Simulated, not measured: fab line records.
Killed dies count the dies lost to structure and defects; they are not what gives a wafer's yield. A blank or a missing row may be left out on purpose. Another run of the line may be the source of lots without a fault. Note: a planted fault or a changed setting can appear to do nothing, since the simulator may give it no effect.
Which of the tools did it? :: flow nand harc :: Sampling: 12 lots, 36 wafers, 5 of 1159 route steps

WHAT THE GAUGES READ, wafer by wafer
NHARC_A_BONDPAD_CD_MEAS_13.
lot: L722
measured: day 18 14:59
on: cd sem-01
cd nm (nm): 496.1 495.0 498.8

lot: L724
measured: day 19 00:18
on: cd sem-01
cd nm (nm): 498.3 496.7 497.0

lot: L723
measured: day 19 09:50
on: cd sem-03
cd nm (nm): 500.8 497.0 495.7

lot: L725
measured: day 19 22:17
on: cd sem-01
cd nm (nm): 497.5 501.2 502.5

lot: L728
measured: day 20 09:24
on: cd sem-01
cd nm (nm): 501.5 503.7 500.2

lot: L730
measured: day 20 09:57
on: cd sem-03
cd nm (nm): 496.8 495.1 498.1

lot: L727
measured: day 20 12:55
on: cd sem-02
cd nm (nm): 498.5 500.4 498.6

lot: L734
measured: day 20 23:08
on: cd sem-01
cd nm (nm): 497.6 497.2 498.1

lot: L737
measured: day 21 23:52
on: cd sem-01
cd nm (nm): 498.3 495.6 498.8

lot: L739
measured: day 22 07:20
on: cd sem-01
cd nm (nm): 497.7 503.8 500.5

lot: L744
measured: day 22 22:35
on: cd sem-03
cd nm (nm): 499.0 494.5 493.6

lot: L745
measured: day 23 20:38
on: cd sem-03
cd nm (nm): 497.2 494.1 497.9

NHARC_THIN_TSV_THK_MEAS_02: measures by ir.
lot: L722
measured: day 19 12:08
on: film metro-02
thk nm (nm): 3062 2763 2518

lot: L724
measured: day 19 15:12
on: film metro-02
thk nm (nm): 3062 3125 3252

lot: L723
measured: day 19 21:37
on: film metro-01
thk nm (nm): 2808 3075 2992

lot: L725
measured: day 20 15:43
on: film metro-01
thk nm (nm): 3410 3384 3049

lot: L728
measured: day 20 23:30
on: film metro-01
thk nm (nm): 3145 3081 3024

lot: L730
measured: day 21 00:41
on: film metro-02
thk nm (nm): 2769 3064 2903

lot: L727
measured: day 21 01:54
on: film metro-02
thk nm (nm): 2769 3027 3408

lot: L734
measured: day 21 16:25
on: film metro-01
thk nm (nm): 3050 3310 2982

lot: L737
measured: day 22 17:22
on: film metro-01
thk nm (nm): 3003 2970 2995

lot: L739
measured: day 23 01:25
on: film metro-02
thk nm (nm): 2873 2727 2784

lot: L744
measured: day 23 12:19
on: film metro-02
thk nm (nm): 3041 2891 2981

lot: L745
measured: day 24 10:48
on: film metro-01
thk nm (nm): 3098 3112 3080

NHARC_END_SORT_01.
lot: L722
measured: day 20 15:32
on: prober-02
defect limited yield (%): 95.3 95.9 95.4
killed at array: 31 27 30
killed at other: 0 0 0
killed at periphery: 1 1 1
killed dies: 32 28 31
killed open: 1 3 0
killed short: 5 0 1
sort_bin_2_pct (%): 1.0 1.5 1.0
sort_bin_3_pct (%): 0 0.15 0.15
sort_bin_4_pct (%): 3.7 2.5 3.4
sort n pass: 645 649 646
sort rim yield pct (%): 99.1 99.1 97.2
sort yield pct (%): 95.3 95.9 95.4

lot: L724
measured: day 20 09:17
on: prober-01
defect limited yield (%): 95.4 93.9 95.7
killed at array: 27 34 26
killed at other: 0 2 1
killed at periphery: 4 5 2
killed dies: 31 41 29
killed open: 2 6 7
killed short: 3 1 0
sort_bin_2_pct (%): 1.5 2.1 1.3
sort_bin_3_pct (%): 0.44 0.30 0
sort_bin_4_pct (%): 2.7 3.7 3.0
sort n pass: 646 636 648
sort rim yield pct (%): 98.1 97.2 98.1
sort yield pct (%): 95.4 93.9 95.7

lot: L723
measured: day 21 00:12
on: prober-01
defect limited yield (%): 95.7 95.9 95.6
killed at array: 24 24 26
killed at other: 1 0 0
killed at periphery: 4 4 4
killed dies: 29 28 30
killed open: 0 4 5
killed short: 1 3 0
sort_bin_2_pct (%): 1.0 0.7 1.6
sort_bin_3_pct (%): 0 0 0.15
sort_bin_4_pct (%): 3.2 3.4 2.7
sort n pass: 648 649 647
sort rim yield pct (%): 98.1 95.3 97.2
sort yield pct (%): 95.7 95.9 95.6

lot: L725
measured: day 21 09:22
on: prober-02
defect limited yield (%): 97.3 96.9 95.7
killed at array: 16 21 27
killed at other: 0 0 0
killed at periphery: 2 0 2
killed dies: 18 21 29
killed open: 2 3 5
killed short: 1 1 1
sort_bin_2_pct (%): 0.7 0.7 0.7
sort_bin_3_pct (%): 0 0 0.15
sort_bin_4_pct (%): 1.9 2.4 3.4
sort n pass: 659 656 648
sort rim yield pct (%): 99.1 99.1 96.2
sort yield pct (%): 97.3 96.9 95.7

lot: L728
measured: day 21 23:13
on: prober-02
defect limited yield (%): 96.2 95.9 96.5
killed at array: 18 22 14
killed at other: 2 0 3
killed at periphery: 6 6 7
killed dies: 26 28 24
killed open: 4 7 3
killed short: 5 4 1
sort_bin_2_pct (%): 1.5 0.9 0.7
sort_bin_3_pct (%): 0.15 0.30 0.44
sort_bin_4_pct (%): 2.2 3.0 2.4
sort n pass: 651 649 653
sort rim yield pct (%): 98.1 95.3 95.3
sort yield pct (%): 96.2 95.9 96.5

lot: L730
measured: day 21 15:29
on: prober-02
defect limited yield (%): 95.3 95.7 94.8
killed at array: 27 23 34
killed at other: 1 0 0
killed at periphery: 4 6 1
killed dies: 32 29 35
killed open: 4 4 2
killed short: 4 4 1
sort_bin_2_pct (%): 1.5 1.3 1.6
sort_bin_3_pct (%): 0.15 0.44 0.15
sort_bin_4_pct (%): 3.1 2.5 3.4
sort n pass: 645 648 642
sort rim yield pct (%): 96.2 98.1 99.1
sort yield pct (%): 95.3 95.7 94.8

lot: L727
measured: day 21 16:17
on: prober-01
defect limited yield (%): 96.9 98.2 96.3
killed at array: 19 11 22
killed at other: 1 0 2
killed at periphery: 1 1 1
killed dies: 21 12 25
killed open: 2 1 3
killed short: 2 2 2
sort_bin_2_pct (%): 1.0 0.7 1.0
sort_bin_3_pct (%): 0.15 0 0.30
sort_bin_4_pct (%): 1.9 1.0 2.4
sort n pass: 656 665 652
sort rim yield pct (%): 95.3 100.0 98.1
sort yield pct (%): 96.9 98.2 96.3

lot: L734
measured: day 22 08:38
on: prober-02
defect limited yield (%): 93.1 92.5 93.4
killed at array: 43 48 41
killed at other: 0 0 0
killed at periphery: 4 3 4
killed dies: 47 51 45
killed open: 5 3 4
killed short: 5 3 0
sort_bin_2_pct (%): 2.1 3.0 2.7
sort_bin_3_pct (%): 0.44 0.44 0.74
sort_bin_4_pct (%): 4.4 4.1 3.2
sort n pass: 630 626 632
sort rim yield pct (%): 94.3 96.2 94.3
sort yield pct (%): 93.1 92.5 93.4

lot: L737
measured: day 23 09:14
on: prober-01
defect limited yield (%): 0 0 0
killed at array: 20 19 15
killed at other: 653 655 661
killed at periphery: 4 3 1
killed dies: 677 677 677
killed open: 6 4 3
killed short: 3 2 1
sort_bin_2_pct (%): 96.9 96.6 98.4
sort_bin_3_pct (%): 0.15 0 0.15
sort_bin_4_pct (%): 3.0 3.4 1.5
sort n pass: 0 0 0
sort rim yield pct (%): 0 0 0
sort yield pct (%): 0 0 0

lot: L739
measured: day 23 21:34
on: prober-02
defect limited yield (%): 0 0 0
killed at array: 25 33 22
killed at other: 646 642 654
killed at periphery: 6 2 1
killed dies: 677 677 677
killed open: 2 3 3
killed short: 3 5 1
sort_bin_2_pct (%): 96.5 95.7 97.5
sort_bin_3_pct (%): 0.30 0.74 0.44
sort_bin_4_pct (%): 3.2 3.5 2.1
sort n pass: 0 0 0
sort rim yield pct (%): 0 0 0
sort yield pct (%): 0 0 0

lot: L744
measured: day 24 11:40
on: prober-01
defect limited yield (%): 97.8 95.6 96.0
killed at array: 14 23 19
killed at other: 1 0 1
killed at periphery: 0 7 7
killed dies: 15 30 27
killed open: 2 3 6
killed short: 3 5 4
sort_bin_2_pct (%): 0.7 1.8 1.3
sort_bin_3_pct (%): 0.15 0.30 0.30
sort_bin_4_pct (%): 1.3 2.4 2.4
sort n pass: 662 647 650
sort rim yield pct (%): 100.0 96.2 98.1
sort yield pct (%): 97.8 95.6 96.0

lot: L745
measured: day 25 03:25
on: prober-02
defect limited yield (%): 94.4 94.1 93.6
killed at array: 37 38 42
killed at other: 0 0 0
killed at periphery: 1 2 1
killed dies: 38 40 43
killed open: 6 1 7
killed short: 1 1 0
sort_bin_2_pct (%): 2.2 2.4 1.9
sort_bin_3_pct (%): 0.15 0.44 0.59
sort_bin_4_pct (%): 3.2 3.1 3.8
sort n pass: 639 637 634
sort rim yield pct (%): 99.1 97.2 96.2
sort yield pct (%): 94.4 94.1 93.6

TOOL THAT RAN EACH LOT (tool first, then ch and the chambers of the sampled wafers, then the start)
lot: L722
NHARC_A_BONDPAD_PVD_17: pvd sputter-03, day 19 12:08 or earlier
NHARC_THIN_TSV_DEP_43: pecvd-03 ch 0,1, day 19 12:26

lot: L724
NHARC_A_BONDPAD_PVD_17: pvd sputter-03, day 19 15:12 or earlier
NHARC_THIN_TSV_DEP_43: pecvd-02 ch 1,2, day 19 15:28

lot: L723
NHARC_A_BONDPAD_PVD_17: pvd sputter-03, day 19 21:37 or earlier
NHARC_THIN_TSV_DEP_43: pecvd-03 ch 0,2, day 19 21:53

lot: L725
NHARC_A_BONDPAD_PVD_17: pvd sputter-02, day 20 15:43 or earlier
NHARC_THIN_TSV_DEP_43: pecvd-02 ch 0,1,2, day 20 16:10

lot: L728
NHARC_A_BONDPAD_PVD_17: pvd sputter-02, day 20 23:30 or earlier
NHARC_THIN_TSV_DEP_43: pecvd-02 ch 0,1,2, day 20 23:54

lot: L730
NHARC_A_BONDPAD_PVD_17: pvd sputter-01, day 21 00:41 or earlier
NHARC_THIN_TSV_DEP_43: pecvd-02 ch 1,2, day 21 00:58

lot: L727
NHARC_A_BONDPAD_PVD_17: pvd sputter-03, day 21 01:54 or earlier
NHARC_THIN_TSV_DEP_43: pecvd-02 ch 1,2, day 21 02:13

lot: L734
NHARC_A_BONDPAD_PVD_17: pvd sputter-02, day 21 16:25 or earlier
NHARC_THIN_TSV_DEP_43: pecvd-03 ch 1,2, day 21 16:38

lot: L737
NHARC_A_BONDPAD_PVD_17: pvd sputter-01, day 22 17:22 or earlier
NHARC_THIN_TSV_DEP_43: pecvd-03 ch 0,1,2, day 22 17:35

lot: L739
NHARC_A_BONDPAD_PVD_17: pvd sputter-02, day 23 01:25 or earlier
NHARC_THIN_TSV_DEP_43: pecvd-04 ch 0,2, day 23 01:38

lot: L744
NHARC_A_BONDPAD_PVD_17: pvd sputter-03, day 23 12:19 or earlier
NHARC_THIN_TSV_DEP_43: pecvd-03 ch 1,2, day 23 12:35

lot: L745
NHARC_A_BONDPAD_PVD_17: pvd sputter-03, day 24 10:48 or earlier
NHARC_THIN_TSV_DEP_43: pecvd-03 ch 0,1,2, day 24 11:06
- NHARC_A_BONDPAD_PVD_17: deposits TaN, target thk 5 nm, time 8.06 s.
- NHARC_THIN_TSV_DEP_43: deposits SiO2, target thk 1328.5 nm.

AS READ BY THE TOOLS THEMSELVES (means over the sampled wafers that have a number; for cases with no such wafer, the mark the record gives instead)
NHARC_A_BONDPAD_PVD_17.
lot: L722
tool: pvd sputter-03
cathode dc power W (W): 15003
throttle valve pct (%): 30.4

lot: L724
tool: pvd sputter-03
cathode dc power W (W): 14998
throttle valve pct (%): 29.8

lot: L723
tool: pvd sputter-03
cathode dc power W (W): 15001
throttle valve pct (%): 30.4

lot: L725
tool: pvd sputter-02
cathode dc power W (W): 14996
throttle valve pct (%): 29.2

lot: L728
tool: pvd sputter-02
cathode dc power W (W): 14998
throttle valve pct (%): 29.5

lot: L730
tool: pvd sputter-01
cathode dc power W (W): 14997
throttle valve pct (%): 29.3

lot: L727
tool: pvd sputter-03
cathode dc power W (W): 14999
throttle valve pct (%): 30.7

lot: L734
tool: pvd sputter-02
cathode dc power W (W): 15003
throttle valve pct (%): 30.1

lot: L737
tool: pvd sputter-01
cathode dc power W (W): 15001
throttle valve pct (%): 29.2

lot: L739
tool: pvd sputter-02
cathode dc power W (W): 15002
throttle valve pct (%): 30.1

lot: L744
tool: pvd sputter-03
cathode dc power W (W): 14998
throttle valve pct (%): 30.7

lot: L745
tool: pvd sputter-03
cathode dc power W (W): 14999
throttle valve pct (%): 30.6

NHARC_THIN_TSV_DEP_43.
lot: L722
tool: pecvd-03
chamber pressure Torr (Torr): 6.512
flow sccm (sccm): 2649
mfc precursor sccm (sccm): 161.2
throttle valve pct (%): 16.3

lot: L724
tool: pecvd-02
chamber pressure Torr (Torr): 6.501
flow sccm (sccm): 2656
mfc precursor sccm (sccm): 161.8
throttle valve pct (%): 15.7

lot: L723
tool: pecvd-03
chamber pressure Torr (Torr): 6.492
flow sccm (sccm): 2651
mfc precursor sccm (sccm): 161.6
throttle valve pct (%): 16.2

lot: L725
tool: pecvd-02
chamber pressure Torr (Torr): 6.502
flow sccm (sccm): 2650
mfc precursor sccm (sccm): 161.5
throttle valve pct (%): 16.2

lot: L728
tool: pecvd-02
chamber pressure Torr (Torr): 6.492
flow sccm (sccm): 2650
mfc precursor sccm (sccm): 161.6
throttle valve pct (%): 16.2

lot: L730
tool: pecvd-02
chamber pressure Torr (Torr): 6.504
flow sccm (sccm): 2638
mfc precursor sccm (sccm): 161.1
throttle valve pct (%): 16.3

lot: L727
tool: pecvd-02
chamber pressure Torr (Torr): 6.506
flow sccm (sccm): 2655
mfc precursor sccm (sccm): 161.6
throttle valve pct (%): 15.8

lot: L734
tool: pecvd-03
chamber pressure Torr (Torr): 6.496
flow sccm (sccm): 2647
mfc precursor sccm (sccm): 161.2
throttle valve pct (%): 15.6

lot: L737
tool: pecvd-03
chamber pressure Torr (Torr): -
flow sccm (sccm): -
mfc precursor sccm (sccm): -
throttle valve pct (%): -

lot: L739
tool: pecvd-04
chamber pressure Torr (Torr): -
flow sccm (sccm): -
mfc precursor sccm (sccm): -
throttle valve pct (%): -

lot: L744
tool: pecvd-03
chamber pressure Torr (Torr): 6.501
flow sccm (sccm): 2649
mfc precursor sccm (sccm): 161.5
throttle valve pct (%): 15.7

lot: L745
tool: pecvd-03
chamber pressure Torr (Torr): 6.493
flow sccm (sccm): 2657
mfc precursor sccm (sccm): 161.6
throttle valve pct (%): 15.8

THE ANSWER, worked out from the rows above alone
Rule: the lots themselves supply what counts as usual. Put in order of their means at a reading, lots are off if they are a third of the lots or fewer, leave a main group of 4 or more, and stand apart from it by a gap of 3 or more times the standard deviation of the main group's means; of several such gaps the widest counts. Not used: any main group whose means are identical at the precision the tables above print for the reading. Also off: a lot with no number at a reading for which 4 or more lots have one. The other lots that the step has rows for count as sound. Order of review: gauges by route order, followed by the tools' own readings, for which a lot's mean as printed above is used. At the first step where some lot is off, the reading lying furthest off is the one used; lots without a number count as furthest.
Off, at NHARC_END_SORT_01 on killed at other: L737, L739. Mean 0.5 and standard deviation 0.54 in the main group.
If a tool, at a process step before that reading, ran all the lots that are off and no sound lot after the first of them, it fits. Not tried: the gauges at NHARC_END_SORT_01; whatever is off there is also off at NHARC_THIN_TSV_DEP_43, on other tools, and gauge error can't account for it. With no start given for some of its lots, NHARC_A_BONDPAD_PVD_17 uses the hours and lot order of NHARC_THIN_TSV_THK_MEAS_02. None of those tried fits.

WHAT HAD BEEN PUT IN BY THE SIMULATOR
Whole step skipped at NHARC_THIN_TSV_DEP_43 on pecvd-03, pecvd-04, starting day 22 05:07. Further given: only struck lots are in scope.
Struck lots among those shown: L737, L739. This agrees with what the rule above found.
